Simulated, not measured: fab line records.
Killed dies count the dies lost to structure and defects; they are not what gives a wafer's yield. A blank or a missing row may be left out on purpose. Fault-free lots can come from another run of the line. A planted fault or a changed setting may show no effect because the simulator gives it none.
fab line records	flow n5-finfet	part 2 of 2: steps 4 to 6 of 6
record: lots: 24	wafers: 72	last-day: 19
route steps=1938 shown BEOL_M9@1423 BEOL_M10@1483
lots that met no fault: taken from a fault-free run of the same line
start-h: start of the lot's first displayed wafer, in hours after the record's first day	wait-h: how many hours have passed since the lot's step before this one	" same as the row above	L1.1+2: a row that stands for several wafers	- no value, or no start was given	* or withheld: withheld	< > ~ a bound
route shown NAME@n: NAME is a module with steps in the file, n the number in the route of the first one	usual: mean/standard deviation taken from wafers without a fault	same: alike in all rows	chamber/n: place in a boat	sites: the reading at each site	_std_site: the values' standard deviation	_edge_site: outer sites' mean less inner sites'	radius-mm: how far each site lies from the wafer's centre	mask NAME#n: copy n	behind: tool/chamber where the wafer was last shaped	hold: why the lot was held/for how many hours/how that ended	device: the n, p or np transistor that did not switch	end of line: at the end of the route, the tests of the same wafers	a step with no rows: only its recipe	killed: not the wafer's yield, but the dies lost to structure and defects at the first sort	map: per-die view of a wafer (x killed, . not killed, _ where there is no die)
set.NAME: the setting that was run; set.NAME@STEP: the one run at that earlier step	model.NAME: the simulator's own value behind a step, which no gauge read
one table for each step of the route and one row for each wafer, over a sample of lots
services: a tool's chamber out of use, with start hour (start-h, from the record's first day; less than 0 if before it), hours out, and reason
== steps ==
step: N5_BEOL_M9_ETCH_76
recipe: chemistry: N2/H2	target: underlayer	target-depth-a: 65	mask-material: CAR-EUV	time-s: 5.2	ion-energy-ev: 200	pressure-mtorr: 30	source-w: 840	bias-w: 150	n2-flow-sccm: 200	h2-flow-sccm: 200	ends: cleared
usual: drypump-motor-current-A: 5.6/0.41	etch-rf-on-time-s: 5.18/0.15	oes-product-au: 0.67/0.072	rf-vpp-V: 523.4/1.9	showerhead-plenum-p-Torr: 2.53/0.064	throttle-valve-pct: 17.83/0.23
lot.wafer	tool	chamber	start-h	wait-h	drypump-motor-current-A	etch-rf-on-time-s	oes-product-au	rf-hours-counter-h	rf-vpp-V	showerhead-plenum-p-Torr	throttle-valve-pct
L075.1	rie-diel-02	3	233.13	0.0	5.6	4.99	0.79	12	522.4	2.50	17.76
L075.2	"	2	"	"	6.1	5.02	0.65	173	524.2	2.54	17.81
L075.6	"	3	"	"	5.6	5.04	0.79	-	522.5	2.50	17.71
L074.2	rie-diel-02	2	235.73	0.0	6.1	5.08	0.64	174	524.2	2.54	17.84
L074.3	"	3	"	"	5.6	5.06	0.79	13	521.3	2.50	17.74
L074.5	"	2	"	"	6.0	5.06	0.65	-	524.3	2.54	17.85
L076.1	rie-diel-02	1	245.52	0.0	5.7	5.43	0.69	67	520.1	2.49	17.90
L076.3	"	0	"	"	5.1	5.29	0.60	204	525.7	2.61	18.15
L076.6	"	1	"	"	5.7	5.47	0.68	-	520.6	2.49	17.93
L080.2	rie-diel-05	3	253.72	0.0	5.1	5.17	0.83	4	522.7	2.48	17.76
L080.5	"	2	"	"	6.2	5.05	0.72	-	526.0	2.60	17.61
L080.6	"	1	"	"	5.6	4.99	0.61	-	523.2	2.62	17.83
L078.1	rie-diel-05	3	256.07	0.0	5.1	5.24	0.82	5	522.3	2.48	17.74
L078.3	"	0	"	"	5.2	5.12	0.70	100	521.9	2.44	17.31
L078.5	"	0	"	"	5.2	5.15	0.71	-	521.9	2.44	17.34
L077.1	rie-diel-02	1	258.13	0.0	5.7	5.44	0.69	70	522.2	2.49	17.92
L077.4	"	3	"	"	5.6	5.09	0.77	21	523.7	2.50	17.76
L077.5	"	2	"	"	6.1	5.02	0.64	-	523.8	2.53	17.85
L079.1	rie-diel-06	3	270.08	0.0	5.6	5.49	0.59	205	525.1	2.62	17.99
L079.4	"	2	"	"	5.6	5.18	0.62	199	527.3	2.63	18.01
L079.6	"	2	"	"	5.6	5.16	0.63	-	527.1	2.63	18.04
L081.1	rie-diel-02	0	284.68	0.0	5.1	5.34	0.59	213	525.5	2.60	18.20
L081.3	"	2	"	"	6.1	5.07	0.64	189	524.7	2.53	17.84
L081.6	"	0	"	"	5.1	5.34	0.58	-	526.1	2.60	18.17
L082.2	rie-diel-05	0	284.75	0.0	5.2	5.12	0.68	109	522.4	2.44	17.33
L082.4	"	2	"	"	6.2	5.09	0.71	84	522.5	2.59	17.64
L082.5	"	2	"	"	6.2	5.00	0.71	-	523.4	2.59	17.64
L083.1	rie-diel-05	3	301.14	0.0	5.1	5.22	0.79	17	522.0	2.48	17.81
L083.4	"	0	"	"	5.2	5.23	0.69	113	521.0	2.44	17.34
L083.5	"	0	"	"	5.2	5.17	0.69	-	520.9	2.44	17.32
L084.1	rie-diel-05	2	301.63	0.0	6.2	5.13	0.70	88	523.3	2.59	17.66
L084.5	"	1	"	"	5.6	5.10	0.60	-	525.3	2.61	17.88
L084.6	"	0	"	"	5.3	5.14	0.69	-	522.9	2.44	17.34
L086.1	rie-diel-05	1	323.52	0.0	5.6	5.07	0.60	249	528.2	2.61	17.85
L086.2	"	0	"	"	5.3	5.18	0.67	120	521.9	2.43	17.36
L086.4	"	1	"	"	5.6	5.07	0.59	-	523.5	2.61	17.87
L085.1	rie-diel-05	0	324.16	0.0	5.2	5.18	0.67	120	520.6	2.43	17.34
L085.4	"	1	"	"	5.6	5.11	0.59	-	525.1	2.61	17.84
L085.5	"	0	"	"	5.2	5.17	0.68	-	520.7	2.43	17.33
L088.2	rie-diel-02	2	328.96	0.0	6.0	5.09	0.63	202	522.1	2.52	17.84
L088.3	"	3	"	"	5.6	5.06	0.74	41	520.6	2.49	17.76
L088.5	"	3	"	"	5.6	5.13	0.75	-	522.3	2.49	17.79
L087.1	rie-diel-05	3	338.48	0.0	5.1	5.17	0.78	25	524.7	2.48	17.80
L087.5	"	2	"	"	6.2	5.13	0.69	-	524.2	2.59	17.67
L087.6	"	3	"	"	5.1	5.26	0.78	-	521.5	2.48	17.80
L089.1	rie-diel-06	1	338.52	0.0	6.5	4.99	0.82	9	522.9	2.52	17.75
L089.3	"	0	"	"	5.1	5.20	0.64	156	519.3	2.44	18.19
L089.4	"	2	"	"	5.6	5.15	0.61	223	525.7	2.62	18.06
L093.2	rie-diel-02	3	338.85	0.0	5.7	5.11	0.74	45	523.4	2.49	17.80
L093.3	"	1	"	"	5.7	5.44	0.66	93	520.0	2.48	17.97
L093.5	"	2	"	"	6.0	5.06	0.62	-	523.4	2.52	17.88
L091.1	rie-diel-06	3	347.37	0.0	5.6	5.47	0.58	232	523.8	2.61	18.04
L091.2	"	2	"	"	5.6	5.21	0.61	225	525.1	2.62	18.03
L091.4	"	1	"	"	6.6	5.13	0.79	12	524.1	2.51	17.74
L090.4	rie-diel-02	3	350.32	0.0	5.6	5.19	0.72	49	523.9	2.49	17.80
L090.5	"	3	"	"	5.6	5.26	0.72	-	523.4	2.49	17.82
L090.6	"	2	"	"	6.1	5.14	0.63	-	524.1	2.52	17.89
L094.1	rie-diel-06	3	359.31	0.0	5.7	5.51	0.58	236	527.0	2.61	18.06
L094.2	"	2	"	"	5.6	5.18	0.61	229	524.8	2.61	18.05
L094.3	"	1	"	"	6.6	5.05	0.79	13	523.0	2.51	17.74
L092.4	rie-diel-05	0	359.99	0.0	5.2	5.12	0.67	133	521.8	2.43	17.38
L092.5	"	2	"	"	6.2	5.00	0.69	-	523.8	2.58	17.68
L092.6	"	3	"	"	5.1	5.17	0.75	-	522.9	2.47	17.81
L095.1	rie-diel-02	2	360.12	0.0	6.0	5.01	0.63	212	523.5	2.52	17.90
L095.3	"	3	"	"	5.6	5.06	0.74	51	521.7	2.49	17.81
L095.5	"	3	"	"	5.6	5.09	0.73	-	523.5	2.49	17.82
L096.1	rie-diel-06	1	385.63	0.0	6.5	5.04	0.79	20	523.1	2.51	17.76
L096.5	"	3	"	"	5.6	5.44	0.57	-	527.0	2.60	18.05
L096.6	"	0	"	"	5.2	5.23	0.63	-	521.6	2.44	18.20
L097.1	rie-diel-02	0	408.68	0.0	5.1	5.37	0.57	248	524.6	2.59	18.26
L097.3	"	2	"	"	6.1	5.10	0.62	226	522.4	2.51	17.90
L097.5	"	0	"	"	5.1	5.38	0.56	-	523.5	2.59	18.27
step: N5_BEOL_M10_CD_MEAS_11
recipe: target-cd-nm: 64.1	landing-energy-ev: 500	detector: se-inlens	polarity: opening
usual: cd-nm: 63.9/0.53
lot.wafer	tool	chamber	start-h	wait-h	cd-nm
L075.1	cd-sem-01	0	237.87	-	63.9
L075.2	"	0	"	"	64.4
L075.6	"	0	"	"	63.5
L074.2	cd-sem-01	0	240.68	-	64.5
L074.3	"	0	"	"	62.9
L074.5	"	0	"	"	63.5
L076.1	cd-sem-03	0	251.46	-	63.6
L076.3	"	0	"	"	63.9
L076.6	"	0	"	"	63.2
L080.2	cd-sem-02	0	258.98	-	64.3
L080.5	"	0	"	"	63.7
L080.6	"	0	"	"	64.1
L078.1	cd-sem-03	0	261.64	-	64.9
L078.3	"	0	"	"	65.1
L078.5	"	0	"	"	64.8
L077.1	cd-sem-01	0	262.23	-	64.1
L077.4	"	0	"	"	63.2
L077.5	"	0	"	"	63.9
L079.1	cd-sem-02	0	275.74	-	63.5
L079.4	"	0	"	"	63.8
L079.6	"	0	"	"	64.0
L081.1	cd-sem-01	0	290.23	-	63.8
L081.3	"	0	"	"	63.3
L081.6	"	0	"	"	64.0
L082.2	cd-sem-02	0	290.39	-	64.6
L082.4	"	0	"	"	64.0
L082.5	"	0	"	"	63.9
L083.1	cd-sem-01	0	307.63	-	64.0
L083.4	"	0	"	"	63.9
L083.5	"	0	"	"	63.6
L084.1	cd-sem-01	0	307.79	-	63.7
L084.5	"	0	"	"	64.3
L084.6	"	0	"	"	63.5
L086.1	cd-sem-01	0	329.72	-	64.3
L086.2	"	0	"	"	63.4
L086.4	"	0	"	"	63.6
L085.1	cd-sem-02	0	329.89	-	63.9
L085.4	"	0	"	"	63.2
L085.5	"	0	"	"	63.8
L088.2	cd-sem-03	0	335.98	-	64.1
L088.3	"	0	"	"	63.7
L088.5	"	0	"	"	64.7
L087.1	cd-sem-03	0	342.94	-	63.6
L087.5	"	0	"	"	63.9
L087.6	"	0	"	"	63.1
L089.1	cd-sem-02	0	343.12	-	63.5
L089.3	"	0	"	"	64.5
L089.4	"	0	"	"	63.7
L093.2	cd-sem-03	0	345.59	-	63.8
L093.3	"	0	"	"	64.3
L093.5	"	0	"	"	62.3
L091.1	cd-sem-02	0	356.21	-	63.5
L091.2	"	0	"	"	63.6
L091.4	"	0	"	"	63.7
L090.4	cd-sem-01	0	360.14	-	63.0
L090.5	"	0	"	"	63.8
L090.6	"	0	"	"	63.5
L094.1	cd-sem-01	0	365.19	-	64.2
L094.2	"	0	"	"	64.2
L094.3	"	0	"	"	64.5
L092.4	cd-sem-02	0	365.37	-	64.2
L092.5	"	0	"	"	64.1
L092.6	"	0	"	"	63.9
L095.1	cd-sem-03	0	365.59	-	64.4
L095.3	"	0	"	"	64.1
L095.5	"	0	"	"	64.0
L096.1	cd-sem-02	0	392.94	-	64.0
L096.5	"	0	"	"	63.9
L096.6	"	0	"	"	64.4
L097.1	cd-sem-01	0	414.05	-	63.4
L097.3	"	0	"	"	63.6
L097.5	"	0	"	"	63.9
step: N5_BEOL_M10_CD_MEAS_28
recipe: target-cd-nm: 70	landing-energy-ev: 500	detector: se-inlens	polarity: opening
usual: cd-nm: 70.2/1
lot.wafer	tool	chamber	start-h	wait-h	cd-nm
L075.1	cd-sem-03	0	238.88	-	69.7
L075.2	"	0	"	"	69.3
L075.6	"	0	"	"	72.5
L074.2	cd-sem-03	0	242.66	-	70.0
L074.3	"	0	"	"	70.7
L074.5	"	0	"	"	69.1
L076.1	cd-sem-03	0	254.60	-	71.2
L076.3	"	0	"	"	71.5
L076.6	"	0	"	"	70.7
L080.2	cd-sem-02	0	260.57	-	69.0
L080.5	"	0	"	"	67.8
L080.6	"	0	"	"	68.2
L077.1	cd-sem-01	0	267.19	-	69.3
L077.4	"	0	"	"	69.0
L077.5	"	0	"	"	69.5
L078.1	cd-sem-01	0	267.36	-	68.6
L078.3	"	0	"	"	68.5
L078.5	"	0	"	"	68.5
L079.1	cd-sem-01	0	277.94	-	71.8
L079.4	"	0	"	"	71.7
L079.6	"	0	"	"	70.7
L081.1	cd-sem-02	0	293.85	-	70.1
L081.3	"	0	"	"	70.2
L081.6	"	0	"	"	69.9
L082.2	cd-sem-02	0	294.02	-	70.0
L082.4	"	0	"	"	70.2
L082.5	"	0	"	"	69.3
L083.1	cd-sem-01	0	313.62	-	70.9
L083.4	"	0	"	"	71.0
L083.5	"	0	"	"	71.2
L084.1	cd-sem-01	0	314.12	-	70.3
L084.5	"	0	"	"	70.2
L084.6	"	0	"	"	70.2
L086.1	cd-sem-03	0	331.15	-	69.8
L086.2	"	0	"	"	69.8
L086.4	"	0	"	"	69.9
L085.1	cd-sem-03	0	331.33	-	70.0
L085.4	"	0	"	"	69.3
L085.5	"	0	"	"	68.6
L088.2	cd-sem-03	0	338.43	-	70.0
L088.3	"	0	"	"	68.5
L088.5	"	0	"	"	68.2
L089.1	cd-sem-01	0	344.94	-	71.6
L089.3	"	0	"	"	72.1
L089.4	"	0	"	"	72.0
L087.1	cd-sem-01	0	345.11	-	69.8
L087.5	"	0	"	"	70.1
L087.6	"	0	"	"	68.9
L093.2	cd-sem-02	0	346.58	-	69.6
L093.3	"	0	"	"	70.2
L093.5	"	0	"	"	70.4
L091.1	cd-sem-02	0	359.26	-	69.7
L091.2	"	0	"	"	69.5
L091.4	"	0	"	"	69.8
L090.4	cd-sem-03	0	361.60	-	69.9
L090.5	"	0	"	"	69.7
L090.6	"	0	"	"	69.5
L092.4	cd-sem-01	0	369.35	-	71.0
L092.5	"	0	"	"	69.9
L092.6	"	0	"	"	70.9
L095.1	cd-sem-02	0	369.88	-	70.6
L095.3	"	0	"	"	70.7
L095.5	"	0	"	"	70.4
L094.1	cd-sem-02	0	370.05	-	70.4
L094.2	"	0	"	"	70.6
L094.3	"	0	"	"	70.6
L096.1	cd-sem-02	0	395.05	-	70.8
L096.5	"	0	"	"	70.4
L096.6	"	0	"	"	70.9
L097.1	cd-sem-01	0	416.26	-	72.4
L097.3	"	0	"	"	72.9
L097.5	"	0	"	"	72.2
== services ==
tool	chamber	start-h	hours	kind
rie-diel-05	3	225.33	-	clean
rie-diel-05	3	225.33	-	consumable-replace:focus-ring
rie-diel-05	3	225.33	13.3	scheduled-down
rie-diel-05	3	225.33	13.3	vent-cycle
rie-diel-02	-	257.56	0.3	repair
rie-diel-05	2	260.27	5.0	repair
rie-diel-02	0	271.01	5.8	repair
rie-diel-06	1	271.31	-	clean
rie-diel-06	1	271.31	-	consumable-replace:focus-ring
rie-diel-06	1	271.31	32.9	scheduled-down
rie-diel-06	1	271.31	32.9	vent-cycle
rie-diel-06	-	295.07	0.1	repair
rie-diel-05	3	319.91	10.7	repair
rie-diel-02	1	328.63	4.6	repair
rie-diel-05	1	330.59	-	clean
rie-diel-05	1	330.59	-	consumable-replace:focus-ring
rie-diel-05	1	330.59	19.4	scheduled-down
rie-diel-05	1	330.59	19.4	vent-cycle
rie-diel-02	0	358.37	6.8	repair
rie-diel-05	-	361.43	1.6	repair
rie-diel-02	-	370.37	2.8	pm
rie-diel-06	3	406.45	-	clean
rie-diel-06	3	406.45	-	consumable-replace:focus-ring
rie-diel-06	3	406.45	24.5	scheduled-down
